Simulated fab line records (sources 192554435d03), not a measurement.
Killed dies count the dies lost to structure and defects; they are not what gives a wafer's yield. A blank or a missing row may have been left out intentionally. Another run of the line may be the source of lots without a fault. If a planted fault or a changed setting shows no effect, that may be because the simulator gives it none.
Struck lot and sound lot, side by side || flow n5 finfet || 40 steps out of a route of 1938
Sound: the wafers L316.1, L316.2, L316.3. Wafers L326.1, L326.3, L326.5 were the ones struck. The cause is named last.
Order at every step that has rows: each side's tool, ch and its chambers, its first start. Under that, the readings that differ: sound wafers || struck wafers || difference of the means || sigmas: that difference in standard deviations of wafers without a fault.
alike: readings with means less than 2 such deviations apart, plus words and numbers identical on both sides. not compared: withheld readings, readings lacking a value on some wafer, bounds such as >300 that could conceal the same value, and numbers that have no deviation in the record and whose values overlap.
A row with sigmas, a row that says differs or no value, or rows on one side alone: a step with any of these is where the two part. When numbers do not overlap yet have no deviation, they are printed without sigmas and do not part them. A reading that every wafer of one side lacks parts them only if that side has two wafers or more.

first, 12 steps without rows for these wafers: N5_MOL_CONTACT_COAG_PRECLEAN_111 (cleans in NF3:NH3, afs cycles 1, time 20 s, sublimation time 60 s); N5_MOL_CONTACT_COAG_TI_SIL_19 (material Ti, target thk 4.2 nm, time 15 s); N5_MOL_CONTACT_COAG_ALD_20 (deposits TiN, target thk 1.5 nm, pulse time 1 s, purge time 3 s); N5_MOL_CONTACT_COAG_SIL_ANNEAL_21 (time 60 s); N5_MOL_CONTACT_COAG_PRE_CLEAN_141 (time 60 s); N5_MOL_CONTACT_COAG_SPUTTER_143 (material Co, target thk 2.5 nm); N5_MOL_CONTACT_COAG_CO_FILL_22 (material Co, precursor CCTBA/H2, target thk 20 nm); N5_MOL_CONTACT_COAG_ANNEAL_113 (time 300 s); N5_MOL_CONTACT_COAG_PRE_CLEAN_142 (time 60 s); N5_MOL_CONTACT_COAG_SPUTTER_130 (material Co, target thk 47.5 nm); N5_MOL_CONTACT_COAG_PRECLEAN_125 (cleans in DIW, time 57.5 s); N5_MOL_CONTACT_COAG_SRD_126 (dry time 32 s).
N5_MOL_CONTACT_COAG_CMP_23: polishes, stops on SiO2, t overpolish 1.5 s, target thk 0 nm.
  sound on cmp-02 ch 1,2,3, day 5 00:19; struck on cmp-03 ch 0,1, day 7 08:27
  no value came back on the struck wafers for any of 6 readings (edge zone pressure frac, head pressure psi (psi) and others); on the sound wafers edge zone pressure frac reads 1.003 1.001 1.006
{"reading": "model.Co_of_MOL_CONTACT_COAG_SPUTTER_130.thk nm (nm)", "sound": "0 0 0", "struck": "47.4 47.2 47", "difference": "+47.2", "sigmas": ""}
{"reading": "model.SiNx_of_GATE_CUT_SAC_CAP_01.thk nm (nm)", "sound": "18.2 18.2 18.4", "struck": "20.2 20.2 20.2", "difference": "+1.9", "sigmas": ""}
then, 3 steps without rows for these wafers: N5_MOL_CONTACT_COAG_WET_ETCH_26 (target Co, target depth 13 nm); N5_MOL_CONTACT_COAG_WET_ETCH_116 (etches the open film in SC1-inhibited, target depth 4.6 nm, rinse time 30 s); N5_MOL_CONTACT_COAG_ALD_27 (deposits SiOC, target thk 17 nm, pulse time 1.5 s, time 2720 s).
N5_MOL_CONTACT_COAG_CMP_28: polishes, stops on SiNx, t overpolish 0.85 s, target thk 14.522 nm.
  sound on cmp-03 ch 0,1,2, day 5 02:42; struck on cmp-03 ch 0,3, day 7 10:50
{"reading": "model.SiNx_of_GATE_CUT_SAC_CAP_01.thk nm (nm)", "sound": "17.8 17.8 18", "struck": "19.8 19.8 19.8", "difference": "+1.9", "sigmas": ""}
  alike: edge zone pressure frac, head pressure psi, motor current A, platen rpm
N5_MOL_CONTACT_COAG_THK_MEAS_29:
  sound: film metro-02 at day 5 02:59; struck: film metro-01 at day 7 11:06
{"reading": "MD_CAP_THK (nm)", "sound": "17.89 17.79 18.01", "struck": "19.87 19.78 19.72", "difference": "+1.89", "sigmas": "+23"}
then, 19 steps without rows for these wafers: N5_MOL_CONTACT_COAG_ALD_123 (deposits SiNx, target thk 5 nm, pulse time 1 s, purge time 2 s); N5_MOL_CONTACT_COAG_PECVD_31 (deposits SiO2 from TEOS/O2, target thk 46 nm, time 8.9 s); N5_MOL_CONTACT_COAG_COAT_75 (time 60 s, resist thk 60 nm); N5_MOL_CONTACT_COAG_COAT_76 (time 60 s, resist thk 10 nm); N5_MOL_CONTACT_COAG_COAT_77 (time 60 s, resist thk 10 nm); N5_MOL_CONTACT_COAG_COAT_78 (resist thk 40 nm); N5_MOL_CONTACT_COAG_EBR_80; N5_MOL_CONTACT_COAG_SOFTBAKE_79 (time 60 s); N5_MOL_CONTACT_COAG_EXPOSE_81 (exposes mask VG, defocus 0 nm); N5_MOL_CONTACT_COAG_PEB_82 (peb time 60 s); N5_MOL_CONTACT_COAG_DEVELOP_83 (develop time 30 s); N5_MOL_CONTACT_COAG_DESCUM_88 (chemistry O2, time 7 s); N5_MOL_CONTACT_COAG_ETCH_89 (etches underlayer in N2/H2, target depth 13 nm, time 10.4 s); N5_MOL_CONTACT_COAG_ETCH_90 (etches SiARC in CF4, target depth 13 nm, time 21.7 s); N5_MOL_CONTACT_COAG_ALD_131 (deposits SiO2, target thk 5 nm, pulse time 1 s, co reactant pulse time 1 s); N5_MOL_CONTACT_COAG_ETCHBACK_132 (etches SiO2 in CHF3, target depth 10 nm, time 6.7 s); N5_MOL_CONTACT_COAG_ETCH_91 (etches SOC in N2/H2, target depth 60 nm, overetch 21 nm, time 101.2 s); N5_MOL_CONTACT_COAG_STRIP_92 (strips in N2/H2); N5_MOL_CONTACT_COAG_STRIP_93 (strips in N2/H2).
N5_MOL_CONTACT_COAG_ETCH_47: etches SiNx in CH3F/O2, stops on W, target depth 27 nm.
  sound on rie diel-03 ch 0,1,2, day 5 04:36; struck on rie diel-06 ch 1,2,3, day 7 12:50
{"reading": "etch rf on time s (s)", "sound": "30.8 30.3 32.0", "struck": "34.2 35.5 34.4", "difference": "+3.7", "sigmas": "+6"}
{"reading": "throttle valve pct (%)", "sound": "15.76 15.92 16.05", "struck": "16.45 16.31 16.48", "difference": "+0.50", "sigmas": "+2"}
{"reading": "model.etch.t clear s (s)", "sound": "25.67 25.22 26.68", "struck": "28.5 29.61 28.69", "difference": "+3.1", "sigmas": ""}
{"reading": "model.MOL_CONTACT_COAG.feature depth nm (nm)", "sound": "18.4 18.4 18.6", "struck": "20.6 20.4 20.4", "difference": "+2.0", "sigmas": ""}
{"reading": "model.etch.depth nm (nm)", "sound": "17.86 17.8 18.01", "struck": "19.9 19.78 19.78", "difference": "+1.9", "sigmas": ""}
  alike: CH3F_flow_sccm, drypump motor current A, oes product au, rf vpp V, showerhead plenum p Torr
  not compared: rf hours counter h
N5_BEOL_M4_RC_MEAS_101:
  the record has rows for the sound wafers here (prober-02 ch 0, day 8 11:53) and none for the struck ones
-- record jumps: 8 days separate the struck wafers' starts on either side; left off in module BEOL_M4, taken up again in module PASSIVATION, whose first shown step is the route's number 1936 --
N5_PASSIVATION_PROBE_49:
  record: rows for the struck wafers here (prober-02, day 15 20:33), none for the sound ones

## WHERE THEY PART
Last at N5_PASSIVATION_PROBE_49 as far as this record goes, first at N5_MOL_CONTACT_COAG_CMP_23.

WHY: what the simulator had put in
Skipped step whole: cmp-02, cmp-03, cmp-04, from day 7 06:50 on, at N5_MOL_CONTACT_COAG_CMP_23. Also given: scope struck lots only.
